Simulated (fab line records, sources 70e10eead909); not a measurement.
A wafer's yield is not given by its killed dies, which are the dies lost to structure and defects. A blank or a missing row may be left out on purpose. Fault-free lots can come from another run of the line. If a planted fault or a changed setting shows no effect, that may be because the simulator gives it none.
fab line records -- flow nand_harc
[record] lots = 6, wafers = 18, last_day = 24
route steps=1159 shown P_CONTACT@248 P_M0@253 END@1159
lots that met no fault: taken from a fault-free run of the same line
start_h: hours from the record's opening day to when the first of the lot's shown wafers began -- wait_h: time in hours since the lot's previous step -- " as in the row above -- L1.1+2: one row covering several wafers at once -- - no value, or no start given -- * or withheld: withheld -- < > ~ a bound
route shown NAME@n: NAME is a module with steps in the file, n the number in the route of the first one -- usual: average and standard deviation across the fault-free wafers -- same: alike in all rows -- chamber/n: place in a boat -- sites: each site's reading -- _std_site: standard deviation across them -- _edge_site: outer sites' mean less inner sites' -- radius_mm: how far each site lies from the wafer's centre -- mask NAME#n: copy n -- behind: the most recent tool/chamber to have shaped the wafer -- hold: why the lot went on hold/how many hours it stayed there/how the hold came to an end -- device: which transistor (n, p or np) failed to switch -- end of line: the same wafers' tests at the end of the route -- a step with no rows: only its recipe -- killed: at the first sort, the dies lost to defects and structure; wafer yield is something else -- map: a wafer's dies, x killed, . not, _ none there
set.NAME: the setting the step ran with; set.NAME@STEP: the setting that earlier step ran with -- model.NAME: the simulator's own value behind a step, which no gauge read
lots at some steps of the route; a table a step, a row a wafer
services: a tool's chamber out of use, with start hour (start_h, from the record's first day; less than 0 if before it), hours out, and reason
[[steps]]
[step NHARC_P_CONTACT_CVD_23]
[recipe] target_thk_a = 2000, temp_c = 300, pressure_torr = 40, wf6_flow_sccm = 40, h2_flow_sccm = 1600, ar_flow_sccm = 1560, time_s = 557, material = W
[usual] heater_power_w = 420/26, throttle_valve_pct = 8.1/0.31
lot.wafer,tool,chamber,start_h,wait_h,heater_power_w,since_wet_clean_h,throttle_valve_pct
L662.3,cvd_w-02,0,-,-,417,-,7.6
L662.4,cvd_w-02,1,-,-,444,-,7.8
L662.5,cvd_w-02,0,-,-,415,-,7.6
L663.4,cvd_w-01,1,-,-,445,-,8.3
L663.3,cvd_w-01,0,-,-,390,-,8.0
L663.6,cvd_w-01,1,-,-,440,-,8.2
L668.4,cvd_w-01,0,-,-,389,-,8.1
L668.3,cvd_w-01,1,-,-,429,-,8.2
L668.6,cvd_w-01,1,-,-,430,-,8.4
L666.1,cvd_w-01,1,-,-,429,45,8.3
L666.3,cvd_w-01,1,-,-,439,-,8.1
L666.5,cvd_w-01,1,-,-,440,-,8.6
L679.2,cvd_w-01,1,-,-,442,114,8.3
L679.5,cvd_w-01,1,-,-,440,-,8.2
L679.6,cvd_w-01,0,-,-,387,-,8.3
L680.2,cvd_w-02,0,-,-,411,28,7.5
L680.5,cvd_w-02,1,-,-,472,-,8.2
L680.6,cvd_w-02,0,-,-,410,-,7.4
[step NHARC_P_CONTACT_CMP_24]
[recipe] t_overpolish_s = 30, target_thk_nm = 200
[usual] motor_current_A = 12.2/0.94, overpolish_run_s = 30.000/0.0088, time_to_endpoint_s = 40.1/2.8
lot.wafer,tool,chamber,start_h,wait_h,motor_current_A,overpolish_run_s,time_to_endpoint_s
L662.4,cmp-02,3,133.32,0.3,12.2,29.987,42.6
L662.3,cmp-02,0,133.32,0.3,11.7,30.005,42.4
L662.5,cmp-02,0,133.32,0.3,12.0,29.996,39.9
L663.3,cmp-01,3,143.94,0.3,14.9,30.004,40.5
L663.4,cmp-01,0,143.94,0.3,12.3,29.997,37.7
L663.6,cmp-01,3,143.94,0.3,14.6,29.999,41.8
L668.4,cmp-04,3,168.77,0.4,10.5,30.003,42.1
L668.3,cmp-04,1,168.77,0.4,12.0,29.993,41.6
L668.6,cmp-04,3,168.77,0.4,10.4,30.010,43.3
L666.1,cmp-04,2,169.78,0.5,11.3,29.995,36.9
L666.3,cmp-04,3,169.78,0.5,10.7,29.994,43.2
L666.5,cmp-04,2,169.78,0.5,11.0,30.000,40.1
L680.2,cmp-02,2,238.34,0.5,12.2,30.007,39.8
L680.6,cmp-02,2,238.34,0.5,13.7,30.001,41.2
L680.5,cmp-02,3,238.34,0.5,11.5,29.984,43.6
L679.2,cmp-04,3,238.48,0.6,11.1,30.011,40.1
L679.5,cmp-04,1,238.48,0.6,12.1,29.988,41.6
L679.6,cmp-04,2,238.48,0.6,11.1,30.009,39.0
[step NHARC_P_CONTACT_SRD_26]
[step NHARC_P_CONTACT_INSPECT_27]
[usual] raw_defect_count = 294/120
lot.wafer,tool,chamber,start_h,wait_h,raw_defect_count
L662.3,defect_inspect-01,-,133.72,0.1,268
L662.4,defect_inspect-01,-,133.72,0.1,303
L662.5,defect_inspect-01,-,133.72,0.1,286
L663.3,defect_inspect-02,-,144.34,0.1,160
L663.4,defect_inspect-02,-,144.34,0.1,137
L663.6,defect_inspect-02,-,144.34,0.1,130
L668.3,defect_inspect-02,-,169.18,0.1,483
L668.4,defect_inspect-02,-,169.18,0.1,163
L668.6,defect_inspect-02,-,169.18,0.1,229
L666.1,defect_inspect-01,-,170.16,0.1,270
L666.3,defect_inspect-01,-,170.16,0.1,234
L666.5,defect_inspect-01,-,170.16,0.1,271
L680.2,defect_inspect-01,-,238.74,0.1,250
L680.5,defect_inspect-01,-,238.74,0.1,330
L680.6,defect_inspect-01,-,238.74,0.1,157
L679.2,defect_inspect-01,-,238.83,0.1,145
L679.5,defect_inspect-01,-,238.83,0.1,211
L679.6,defect_inspect-01,-,238.83,0.1,115
[step NHARC_P_M0_DEP_00]
[recipe] target_thk_a = 1500, target_thk_nm = 150, temp_c = withheld, pressure_torr = 5, flow_sccm = 200, rf_w = 600, material = SiOC
[step NHARC_P_M0_DEHYDRATE_01]
[recipe] temp_c = 150, time_s = 120
[step NHARC_P_M0_HMDS_02]
[recipe] time_s = 30
[step NHARC_P_M0_COAT_33]
[recipe] temp_c = 200, time_s = 65
[step NHARC_P_M0_COAT_03]
[recipe] spin_rpm = 1500, resist_thk_nm = 90
[step NHARC_P_M0_SOFTBAKE_04]
[recipe] temp_c = 105, time_s = 55
[step NHARC_P_M0_EBR_05]
[step NHARC_P_M0_EXPOSE_06]
[recipe] na = 1.35, target_cd_nm = 90, dose_mj = 81.28, mask_id = P_M0
[usual] exposure_dose_mJ_cm2 = 81.28/0.075, stage_vel_mm_s = 499.97/0.25
lot.wafer,tool,chamber,start_h,wait_h,mask,exposure_dose_mJ_cm2,stage_vel_mm_s
L662.3,arfi_scanner-01,0,134.48,-,P_M0#0,81.27,499.74
L662.4,arfi_scanner-01,0,134.48,-,P_M0#0,81.28,499.96
L662.5,arfi_scanner-01,0,134.48,-,P_M0#0,81.26,500.20
L663.3,arfi_scanner-02,0,145.10,-,P_M0#0,81.47,500.01
L663.4,arfi_scanner-02,0,145.10,-,P_M0#0,81.28,500.14
L663.6,arfi_scanner-02,0,145.10,-,P_M0#0,81.18,499.91
L668.3,arfi_scanner-02,0,169.83,-,P_M0#0,91.70,499.82
L668.4,arfi_scanner-02,0,169.83,-,P_M0#0,91.57,499.84
L668.6,arfi_scanner-02,0,169.83,-,P_M0#0,91.54,499.76
L666.1,arfi_scanner-02,0,170.80,-,P_M0#0,89.45,499.93
L666.3,arfi_scanner-02,0,170.80,-,P_M0#0,89.42,499.62
L666.5,arfi_scanner-02,0,170.80,-,P_M0#0,89.48,500.23
L679.2,arfi_scanner-01,0,239.67,-,P_M0#0,81.22,499.93
L679.5,arfi_scanner-01,0,239.67,-,P_M0#0,81.31,500.01
L679.6,arfi_scanner-01,0,239.67,-,P_M0#0,81.19,499.91
L680.2,arfi_scanner-03,0,239.82,-,P_M0#0,81.35,499.95
L680.5,arfi_scanner-03,0,239.82,-,P_M0#0,81.31,500.34
L680.6,arfi_scanner-03,0,239.82,-,P_M0#0,81.37,499.77
[step NHARC_P_M0_PEB_07]
[recipe] peb_temp_c = 100, peb_time_s = 65
[step NHARC_P_M0_DEVELOP_08]
[recipe] develop_time_s = 35, dev_temp_c = 23
[step NHARC_P_M0_CD_MEAS_09]
[recipe] target_cd_nm = 90, landing_energy_ev = 500
[usual] cd_nm = 90.2/0.49
lot.wafer,tool,chamber,start_h,wait_h,cd_nm
L662.3,cd_sem-03,0,134.62,-,90.8
L662.4,cd_sem-03,0,134.62,-,89.9
L662.5,cd_sem-03,0,134.62,-,90.4
L663.3,cd_sem-01,0,145.24,-,89.8
L663.4,cd_sem-01,0,145.24,-,90.2
L663.6,cd_sem-01,0,145.24,-,90.4
L668.3,cd_sem-01,0,169.96,-,98.1
L668.4,cd_sem-01,0,169.96,-,97.9
L668.6,cd_sem-01,0,169.96,-,97.3
L666.1,cd_sem-01,0,170.94,-,96.4
L666.3,cd_sem-01,0,170.94,-,95.5
L666.5,cd_sem-01,0,170.94,-,95.6
L679.2,cd_sem-03,0,239.81,-,90.8
L679.5,cd_sem-03,0,239.81,-,90.3
L679.6,cd_sem-03,0,239.81,-,90.2
L680.2,cd_sem-02,0,239.96,-,89.5
L680.5,cd_sem-02,0,239.96,-,89.8
L680.6,cd_sem-02,0,239.96,-,89.4
[step NHARC_P_M0_OVL_MEAS_10]
[recipe] pitch_nm = 180
[usual] overlay_x_nm = -0.1/0.71, overlay_y_nm = 0.1/0.77
lot.wafer,tool,chamber,start_h,wait_h,overlay_x_nm,overlay_y_nm
L662.3,overlay-02,-,134.70,-,0.8,1.4
L662.4,overlay-02,-,134.70,-,1.1,0.3
L662.5,overlay-02,-,134.70,-,0.8,0.9
L663.3,overlay-02,-,145.32,-,-1.4,0.2
L663.4,overlay-02,-,145.32,-,-0.7,-0.2
L663.6,overlay-02,-,145.32,-,-1.0,0.1
L668.3,overlay-01,-,170.05,-,-0.1,-0.6
L668.4,overlay-01,-,170.05,-,0.4,-0.7
L668.6,overlay-01,-,170.05,-,-0.2,-0.6
L666.1,overlay-02,-,171.03,-,0.1,-0.3
L666.3,overlay-02,-,171.03,-,0.0,-0.5
L666.5,overlay-02,-,171.03,-,0.6,-0.7
L679.2,overlay-02,-,239.90,-,0.5,-0.9
L679.5,overlay-02,-,239.90,-,-0.3,-0.7
L679.6,overlay-02,-,239.90,-,0.8,-1.0
L680.2,overlay-01,-,240.05,-,-1.0,-0.6
L680.5,overlay-01,-,240.05,-,-1.2,-0.9
L680.6,overlay-01,-,240.05,-,-0.6,-0.7
[step NHARC_P_M0_INSPECT_11]
[usual] raw_defect_count = 3.6/2.4
lot.wafer,tool,chamber,start_h,wait_h,raw_defect_count
L662.3,defect_inspect-01,-,134.74,0.0,2
L662.4,defect_inspect-01,-,134.74,0.0,4
L662.5,defect_inspect-01,-,134.74,0.0,5
L663.3,defect_inspect-01,-,145.36,0.0,4
L663.4,defect_inspect-01,-,145.36,0.0,2
L663.6,defect_inspect-01,-,145.36,0.0,6
L668.3,defect_inspect-02,-,170.08,0.0,2
L668.4,defect_inspect-02,-,170.08,0.0,7
L668.6,defect_inspect-02,-,170.08,0.0,1
L666.1,defect_inspect-01,-,171.06,0.0,3
L666.3,defect_inspect-01,-,171.06,0.0,3
L666.5,defect_inspect-01,-,171.06,0.0,2
L679.2,defect_inspect-01,-,239.93,0.0,3
L679.5,defect_inspect-01,-,239.93,0.0,1
L679.6,defect_inspect-01,-,239.93,0.0,2
L680.2,defect_inspect-01,-,240.09,0.0,2
L680.5,defect_inspect-01,-,240.09,0.0,2
L680.6,defect_inspect-01,-,240.09,0.0,5
[step NHARC_P_M0_DESCUM_14]
[recipe] time_s = 3, o2_flow_sccm = 200, ar_flow_sccm = 0, bias_power_w = 0, chemistry = O2
[usual] drypump_motor_current_A = 5.70/0.26, o2_flow_sccm = 200.0/0.64, oes_product_au = 1.001/0.0097, rf_vpp_V = 57.8/0.9, showerhead_plenum_p_Torr = 1.90/0.09, throttle_valve_pct = 11.311/0.0091
lot.wafer,tool,chamber,start_h,wait_h,drypump_motor_current_A,o2_flow_sccm,oes_product_au,rf_hours_counter_h,rf_vpp_V,showerhead_plenum_p_Torr,throttle_valve_pct,model.P_M0.cd_nm
L662.4,rie_diel-02,1,134.80,0.1,6.01,199.6,1.000,10.6,59.3,2.02,11.320,89.55
L662.3,rie_diel-02,2,134.80,0.1,5.98,199.3,0.997,9.5,57.8,1.83,11.317,91.24
L662.5,rie_diel-02,1,134.80,0.1,6.02,199.0,1.008,-,58.8,2.02,11.309,90.27
L663.4,rie_diel-06,0,145.42,0.1,5.19,200.2,1.004,3.8,56.5,1.83,11.307,89.87
L663.3,rie_diel-06,2,145.42,0.1,5.68,201.1,0.994,5.0,59.2,1.99,11.298,89.84
L663.6,rie_diel-06,0,145.42,0.1,5.20,200.6,0.997,-,56.6,1.83,11.313,90.47
L668.3,rie_diel-09,2,170.16,0.1,5.76,199.7,0.987,4.1,58.3,1.81,11.310,97.49
L668.4,rie_diel-09,3,170.16,0.1,5.65,200.3,0.989,6.7,56.9,1.85,11.318,97.75
L668.6,rie_diel-09,1,170.16,0.1,5.69,199.0,0.984,-,57.8,2.04,11.316,97.69
L666.1,rie_diel-09,2,171.12,0.1,5.75,200.5,0.998,4.2,56.7,1.81,11.331,96.36
L666.3,rie_diel-09,0,171.12,0.1,5.23,199.3,0.999,6.0,58.6,2.02,11.310,95.29
L666.5,rie_diel-09,2,171.12,0.1,5.75,200.5,0.997,-,57.8,1.81,11.316,95.12
L679.2,rie_diel-06,1,240.00,0.1,5.60,200.6,1.008,11.7,57.0,1.83,11.306,90.67
L679.5,rie_diel-06,0,240.00,0.1,5.22,200.3,1.000,-,57.1,1.83,11.308,90.39
L679.6,rie_diel-06,1,240.00,0.1,5.59,200.3,1.001,-,58.6,1.83,11.311,89.94
L680.2,rie_diel-02,0,240.15,0.1,5.87,200.4,1.012,5.8,57.1,1.82,11.310,89.67
L680.5,rie_diel-02,0,240.15,0.1,5.90,200.5,0.995,-,57.9,1.82,11.326,89.94
L680.6,rie_diel-02,1,240.15,0.1,6.01,200.2,1.011,-,59.5,2.02,11.319,89.54
[step NHARC_P_M0_ETCH_34]
[recipe] target_depth_a = 400, overetch_a = 120, time_s = 43.94, ion_energy_ev = 200, n2_flow_sccm = 150, h2_flow_sccm = 150, ar_flow_sccm = 0, rf_w = 400, bias_w = 150, chemistry = N2/H2
[usual] drypump_motor_current_A = 5.71/0.25, n2_flow_sccm = 150.0/0.43, oes_product_au = 1.001/0.0098, rf_vpp_V = 430.2/2.8, showerhead_plenum_p_Torr = 2.04/0.098, throttle_valve_pct = 14.171/0.0095
lot.wafer,tool,chamber,start_h,wait_h,drypump_motor_current_A,n2_flow_sccm,oes_product_au,rf_hours_counter_h,rf_vpp_V,showerhead_plenum_p_Torr,throttle_valve_pct
L662.4,rie_diel-02,1,134.89,0.1,6.02,149.9,0.989,10.6,434.7,2.16,14.162
L662.3,rie_diel-02,0,134.89,0.1,5.92,150.7,0.993,10.4,428.1,1.94,14.176
L662.5,rie_diel-02,1,134.89,0.1,6.01,149.9,0.996,-,432.5,2.16,14.178
L663.4,rie_diel-06,0,145.51,0.1,5.17,149.7,1.012,3.8,428.9,1.95,14.180
L663.3,rie_diel-06,2,145.51,0.1,5.68,149.8,1.018,5.0,432.7,2.13,14.184
L663.6,rie_diel-06,3,145.51,0.1,5.90,149.5,1.006,-,427.8,1.96,14.190
L668.4,rie_diel-09,3,170.23,0.1,5.66,150.6,0.986,6.7,427.6,1.97,14.179
L668.3,rie_diel-09,2,170.23,0.1,5.76,148.7,0.982,4.1,426.3,1.93,14.177
L668.6,rie_diel-09,0,170.23,0.1,5.24,150.3,0.984,-,433.7,2.16,14.173
L666.1,rie_diel-09,2,171.22,0.1,5.79,150.0,0.994,4.2,428.1,1.93,14.173
L666.3,rie_diel-09,0,171.22,0.1,5.21,150.1,1.008,6.0,433.2,2.16,14.174
L666.5,rie_diel-09,2,171.22,0.1,5.77,150.4,1.001,-,429.2,1.93,14.155
L679.2,rie_diel-06,0,240.10,0.1,5.23,150.2,1.005,10.9,427.3,1.94,14.156
L679.6,rie_diel-06,1,240.10,0.1,5.60,150.5,1.008,-,428.1,1.95,14.164
L679.5,rie_diel-06,2,240.10,0.1,5.70,150.5,1.012,-,432.4,2.13,14.175
L680.2,rie_diel-02,0,240.24,0.1,5.92,149.1,1.003,5.8,427.6,1.94,14.173
L680.6,rie_diel-02,3,240.24,0.1,5.87,149.5,0.997,-,431.5,2.09,14.160
L680.5,rie_diel-02,0,240.24,0.1,5.92,149.3,0.990,-,429.0,1.94,14.173
[step NHARC_P_M0_ETCH_15]
[recipe] target_depth_a = 1500, overetch_a = 150, time_s = 82.5, c4f8_flow_sccm = withheld, ar_flow_sccm = 400, rf_w = 600, bias_w = 300, chemistry = C4F8/Ar
[usual] oes_product_au = 0.961/0.022, rf_vpp_V = 440.6/2.9
lot.wafer,tool,chamber,start_h,wait_h,oes_product_au,rf_hours_counter_h,rf_vpp_V,model.P_M0.cd_nm
L662.4,rie_diel-02,1,-,-,0.961,10.6,445.4,89.61
L662.3,rie_diel-02,2,-,-,0.970,9.5,437.3,91.01
L662.5,rie_diel-02,1,-,-,0.961,-,444.8,90.4
L663.4,rie_diel-06,0,-,-,0.962,3.8,438.0,89.77
L663.3,rie_diel-06,2,-,-,0.973,5.0,442.7,89.54
L663.6,rie_diel-06,0,-,-,0.959,-,436.9,90.17
L668.4,rie_diel-09,2,-,-,0.958,4.2,438.9,97.75
L668.3,rie_diel-09,3,-,-,0.965,6.7,438.4,97.94
L668.6,rie_diel-09,0,-,-,0.952,-,444.8,97.59
L666.3,rie_diel-09,2,-,-,0.944,4.3,438.5,94.63
L666.1,rie_diel-09,3,-,-,0.947,6.8,439.0,96.38
L666.5,rie_diel-09,0,-,-,0.971,-,445.9,95.32
L679.2,rie_diel-06,0,-,-,0.932,10.9,437.2,90.88
L679.5,rie_diel-06,1,-,-,0.941,-,437.3,90.25
L679.6,rie_diel-06,2,-,-,0.929,-,443.8,89.91
L680.2,rie_diel-02,0,-,-,0.956,5.9,439.4,89.62
L680.5,rie_diel-02,3,-,-,0.986,-,443.3,89.86
L680.6,rie_diel-02,0,-,-,0.965,-,437.3,89.13
[step NHARC_P_M0_CD_MEAS_16]
[usual] cd_nm = 90.3/0.6
lot.wafer,tool,chamber,start_h,wait_h,cd_nm
L662.3,cd_sem-03,-,135.11,-,90.9
L662.4,cd_sem-03,-,135.11,-,89.8
L662.5,cd_sem-03,-,135.11,-,90.6
L663.3,cd_sem-01,-,145.72,-,89.7
L663.4,cd_sem-01,-,145.72,-,89.5
L663.6,cd_sem-01,-,145.72,-,90.1
L668.3,cd_sem-01,-,170.45,-,97.7
L668.4,cd_sem-01,-,170.45,-,97.7
L668.6,cd_sem-01,-,170.45,-,97.7
L666.1,cd_sem-02,-,171.42,-,96.1
L666.3,cd_sem-02,-,171.42,-,94.7
L666.5,cd_sem-02,-,171.42,-,95.4
L679.2,cd_sem-02,-,240.30,-,90.8
L679.5,cd_sem-02,-,240.30,-,90.3
L679.6,cd_sem-02,-,240.30,-,89.8
L680.2,cd_sem-03,-,240.46,-,89.7
L680.5,cd_sem-03,-,240.46,-,89.8
L680.6,cd_sem-03,-,240.46,-,89.3
[step NHARC_END_SORT_01]
[recipe] temp_c = 25
[usual] defect_limited_yield = 95.5/1.6, killed_at_array = 27/11, killed_at_other = 0.8/1.1, killed_at_periphery = 2.8/1.9, killed_dies = 30/11, killed_open = 3.3/1.8, killed_short = 2.3/1.5, sort_bin_2_pct = 1.4/0.68, sort_bin_3_pct = 0.27/0.22, sort_bin_4_pct = 2.8/0.99, sort_n_pass = 647/11, sort_rim_yield_pct = 94.3/2.9, sort_yield_pct = 95.5/1.6
[same] gross_dies = 677, sort_bin_5_pct[%] = 0, sort_bin_6_pct[%] = 0, sort_bin_7_pct[%] = 0, sort_bin_8_pct[%] = 0, sort_rim_n_gross = 106.00
lot.wafer,tool,chamber,start_h,wait_h,defect_limited_yield[%],killed_at_array,killed_at_other,killed_at_periphery,killed_dies,killed_open,killed_short,sort_bin_2_pct[%],sort_bin_3_pct[%],sort_bin_4_pct[%],sort_n_pass,sort_rim_yield_pct[%],sort_yield_pct[%]
L666.1,prober-01,0,481.74,2.5,97.2,14,1,4,19,8,4,0.9,0.15,1.8,658,99.1,97.2
L666.3,prober-01,0,483.34,3.1,96.9,18,1,2,21,5,5,0.6,0.15,2.4,656,92.5,96.9
L666.5,prober-01,0,484.94,3.7,98.2,11,0,1,12,1,3,0.6,0,1.2,665,99.1,98.2
L668.4,prober-01,0,492.11,3.4,96.3,17,3,5,25,2,3,1.5,0.30,1.9,652,86.8,96.3
L668.6,prober-01,0,493.69,4.0,93.8,29,4,9,42,3,1,1.6,0.44,4.1,635,95.3,93.8
L679.2,prober-01,0,561.06,2.8,94.2,38,0,1,39,1,1,1.9,0.30,3.5,638,91.5,94.2
L679.5,prober-01,0,563.49,3.7,95.1,31,0,2,33,2,3,2.4,0.44,2.1,644,92.5,95.1
L679.6,prober-01,0,564.30,4.0,92.9,45,0,3,48,1,2,2.5,0.74,3.8,629,90.6,92.9
// killed by level:class
L666.1 A_CONTACT:chamber_film_flake=4 A_BLC:geometric_particle:open=3 A_WL_FILL:geometric_particle:short=2 A_CONTACT:geometric_particle:open=2 P_CONTACT:geometric_particle:open=1 P_M0:geometric_particle:short=1 P_M2:geometric_particle:open=1 A_M0:geometric_particle:short=1
L666.3 A_CHANNEL_HOLE_D1:chamber_film_flake=5 A_CHANNEL_FILL_D1:geometric_particle:open=2 A_CHANNEL_FILL_D1:chamber_film_flake=2 A_CONTACT:chamber_film_flake=2 P_CONTACT:geometric_particle:short=1 P_M1:geometric_particle:open=1 A_ONON_D1:geometric_particle:short=1 A_CHANNEL_HOLE_D1:geometric_particle:short=1
L666.5 A_CONTACT:chamber_film_flake=5 A_CHANNEL_HOLE_D1:chamber_film_flake=2 P_M0:geometric_particle:short=1 A_ONON_D1:geometric_particle:short=1 A_CHANNEL_FILL_D1:geometric_particle:short=1 A_CHANNEL_FILL_D1:geometric_particle:open=1 A_STAIRCASE:chamber_film_flake=1
L668.4 A_SLIT:chamber_film_flake=7 A_CHANNEL_HOLE_D1:chamber_film_flake=3 A_M0:geometric_particle:open=2 A_CONTACT:chamber_film_flake=2 HYBRID_BOND:chamber_film_flake=2 P_M0:area_expose=2 P_M0:geometric_particle:short=1 A_CHANNEL_FILL_D1:geometric_particle:short=1
L668.6 A_SLIT:chamber_film_flake=19 P_M1:chamber_film_flake=4 A_CONTACT:chamber_film_flake=3 HYBRID_BOND:chamber_film_flake=3 P_GATE:chamber_film_flake=2 A_STAIRCASE:chamber_film_flake=2 P_M0:area_expose=2 P_GATE:geometric_particle:open=1
L679.2 A_SLIT:chamber_film_flake=18 A_CHANNEL_HOLE_D1:chamber_film_flake=11 A_CONTACT:chamber_film_flake=4 A_STAIRCASE:chamber_film_flake=3 A_ONON_D1:geometric_particle:short=1 A_CHANNEL_FILL_D1:geometric_particle:open=1 P_ZERO_WELL:chamber_film_flake=1
L679.5 A_SLIT:chamber_film_flake=12 A_CHANNEL_HOLE_D1:chamber_film_flake=10 A_STAIRCASE:chamber_film_flake=4 A_CONTACT:chamber_film_flake=2 P_M0:geometric_particle:open=1 P_M1:geometric_particle:short=1 A_SGD_CUT:geometric_particle:open=1 A_WL_FILL:geometric_particle:short=1
L679.6 A_CHANNEL_HOLE_D1:chamber_film_flake=27 A_SLIT:chamber_film_flake=8 A_STAIRCASE:chamber_film_flake=4 P_M1:chamber_film_flake=2 A_M0:chamber_film_flake=2 P_M0:geometric_particle:short=1 A_SLIT:geometric_particle:short=1 A_CONTACT:geometric_particle:open=1
[[services]]
tool,chamber,start_h,hours,kind
cvd_w-01,-,111.23,13.0,pm
rie_diel-09,2,114.31,30.4,repair
arfi_scanner-02,-,117.65,4.9,repair
arfi_scanner-01,-,125.58,7.2,repair
cmp-02,-,128.50,4.0,pm
rie_diel-09,0,129.59,11.9,repair
rie_diel-02,-,138.99,0.2,repair
arfi_scanner-03,-,140.00,4.0,pm
rie_diel-02,-,150.70,9.0,pm
rie_diel-09,2,157.49,3.7,repair
arfi_scanner-02,-,171.84,9.9,repair
cmp-01,-,179.50,4.0,pm
rie_diel-09,-,185.47,8.0,repair
cvd_w-02,-,196.54,13.0,pm
arfi_scanner-01,-,196.91,4.0,pm
rie_diel-06,2,198.20,4.0,repair
cmp-02,-,199.05,9.6,repair
cmp-04,-,203.00,4.0,pm
rie_diel-06,0,211.83,9.2,repair
rie_diel-06,3,213.21,4.4,repair
rie_diel-06,-,213.33,0.4,repair
cvd_w-01,-,218.80,1.8,repair
cmp-02,-,226.55,4.0,pm
cmp-04,-,234.70,0.9,repair
[[key]]
[first_sign] step = NHARC_P_M0_EXPOSE_06, reading = exposure_dose_mJ_cm2, direction = up, sigmas = 99+, usual = 81.28, struck = 90.53
[effect] step = NHARC_P_M0_CD_MEAS_09, reading = cd_nm, direction = up, sigmas = 14, usual = 90.2, struck = 96.8, through = control_loop
[effect] step = NHARC_P_M0_CD_MEAS_16, reading = cd_nm, direction = up, sigmas = 10, usual = 90.3, struck = 96.5, through = control_loop
[model_effect] step = NHARC_P_M0_DESCUM_14, value = P_M0.cd_nm, without = 89.95, struck = 96.62
[model_effect] step = NHARC_P_M0_ETCH_15, value = P_M0.cd_nm, without = 89.93, struck = 96.6
met_at NHARC_P_M0_EXPOSE_06
struck_wafers L666.1,L666.3,L666.5,L668.3,L668.4,L668.6
[loop_trim] step = NHARC_P_M0_EXPOSE_06, setting = dose, lots = L666
onset_between 145.10 169.83
[fault] kind = process_parameter_drift, tool = arfi_scanner-02, chamber = -, onset_h = 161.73, steps = NHARC_P_M0_EXPOSE_06, channel = dose_mj, offset = 10.287, shape = step, acts_in = these_recipes_only, stated = 81.28
// loop_trim: a control loop set the setting to another value than it would have without faults
